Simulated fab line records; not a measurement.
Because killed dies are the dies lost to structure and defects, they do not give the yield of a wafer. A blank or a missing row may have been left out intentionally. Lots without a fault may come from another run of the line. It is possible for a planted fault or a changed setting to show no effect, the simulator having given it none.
Matching of chambers :: flow n5_finfet :: 4 sister chambers for N5_BEOL_M6_ETCH_72 on rie_diel-05
The step etches underlayer in N2/H2, target depth 6.5 nm, time 5.2 s. 14 wafers are shown with their chamber, then 7 later ones without.

WAFERS WITH THEIR CHAMBER
wafer: L077.3
chamber: 0
showerhead_plenum_p_Torr (Torr): 2.54
drypump_motor_current_A (A): 5.3
oes_product_au (a.u.): 0.65

wafer: L077.5
chamber: 1
showerhead_plenum_p_Torr (Torr): 2.48
drypump_motor_current_A (A): 6.4
oes_product_au (a.u.): 0.68

wafer: L077.6
chamber: 2
showerhead_plenum_p_Torr (Torr): 2.52
drypump_motor_current_A (A): 5.4
oes_product_au (a.u.): 0.63

wafer: L083.2
chamber: 3
showerhead_plenum_p_Torr (Torr): 2.47
drypump_motor_current_A (A): 5.3
oes_product_au (a.u.): 0.74

wafer: L083.3
chamber: 0
showerhead_plenum_p_Torr (Torr): 2.54
drypump_motor_current_A (A): 5.3
oes_product_au (a.u.): 0.63

wafer: L083.4
chamber: 1
showerhead_plenum_p_Torr (Torr): 2.47
drypump_motor_current_A (A): 6.4
oes_product_au (a.u.): 0.68

wafer: L082.2
chamber: 3
showerhead_plenum_p_Torr (Torr): 2.47
drypump_motor_current_A (A): 5.3
oes_product_au (a.u.): 0.73

wafer: L082.5
chamber: 0
showerhead_plenum_p_Torr (Torr): 2.54
drypump_motor_current_A (A): 5.3
oes_product_au (a.u.): 0.64

wafer: L082.6
chamber: 3
showerhead_plenum_p_Torr (Torr): 2.47
drypump_motor_current_A (A): 5.2
oes_product_au (a.u.): 0.74

wafer: L085.1
chamber: 0
showerhead_plenum_p_Torr (Torr): 2.54
drypump_motor_current_A (A): 5.2
oes_product_au (a.u.): 0.63

wafer: L085.2
chamber: 3
showerhead_plenum_p_Torr (Torr): 2.47
drypump_motor_current_A (A): 5.3
oes_product_au (a.u.): 0.74

wafer: L085.3
chamber: 2
showerhead_plenum_p_Torr (Torr): 2.52
drypump_motor_current_A (A): 5.4
oes_product_au (a.u.): 0.63

wafer: L084.2
chamber: 3
showerhead_plenum_p_Torr (Torr): 2.47
drypump_motor_current_A (A): 5.3
oes_product_au (a.u.): 0.74

wafer: L084.4
chamber: 0
showerhead_plenum_p_Torr (Torr): 2.54
drypump_motor_current_A (A): 5.2
oes_product_au (a.u.): 0.63

SIGNATURES (averages over the wafers above)
reading: showerhead_plenum_p_Torr
chamber 0: 2.5400
chamber 1: 2.4750
chamber 2: 2.5200
chamber 3: 2.4700
scatter within a chamber: 0.00224

reading: drypump_motor_current_A
chamber 0: 5.260
chamber 1: 6.400
chamber 2: 5.400
chamber 3: 5.280
scatter within a chamber: 0.0447

reading: oes_product_au
chamber 0: 0.6360
chamber 1: 0.6800
chamber 2: 0.6300
chamber 3: 0.7380
scatter within a chamber: 0.00632
Rule: distance of a wafer from a chamber = root of the sum over the readings of ((wafer's reading minus chamber's mean) / reading's scatter) squared. If the next closest chamber is less than 2 further off than the closest, the wafer can't be placed; otherwise it belongs to the closest. The scatter is the square root of a quotient: the sum, over the shown wafers, of each reading's squared deviation from its chamber's mean, divided by wafers minus chambers.

WAFERS WITHOUT THEIR CHAMBER
wafer: L084.5
showerhead_plenum_p_Torr (Torr): 2.47
drypump_motor_current_A (A): 5.3
oes_product_au (a.u.): 0.73

wafer: L088.3
showerhead_plenum_p_Torr (Torr): 2.54
drypump_motor_current_A (A): 5.3
oes_product_au (a.u.): 0.61

wafer: L088.5
showerhead_plenum_p_Torr (Torr): 2.54
drypump_motor_current_A (A): 5.3
oes_product_au (a.u.): 0.62

wafer: L088.6
showerhead_plenum_p_Torr (Torr): 2.47
drypump_motor_current_A (A): 6.4
oes_product_au (a.u.): 0.65

wafer: L096.2
showerhead_plenum_p_Torr (Torr): 2.51
drypump_motor_current_A (A): 5.4
oes_product_au (a.u.): 0.62

wafer: L096.3
showerhead_plenum_p_Torr (Torr): 2.46
drypump_motor_current_A (A): 5.3
oes_product_au (a.u.): 0.70

wafer: L096.4
showerhead_plenum_p_Torr (Torr): 2.46
drypump_motor_current_A (A): 6.4
oes_product_au (a.u.): 0.65

THE CHAMBER EACH PASSED THROUGH
wafer: L084.5
from the rows above: 3
in truth: 3

wafer: L088.3
from the rows above: 0
in truth: 0

wafer: L088.5
from the rows above: 0
in truth: 0

wafer: L088.6
from the rows above: 1
in truth: 1

wafer: L096.2
from the rows above: 2
in truth: 2

wafer: L096.3
from the rows above: 3
in truth: 3

wafer: L096.4
from the rows above: 1
in truth: 1
Placed correctly: 7 of 7. Not placeable from these rows: 0. Number placed wrongly: 0.
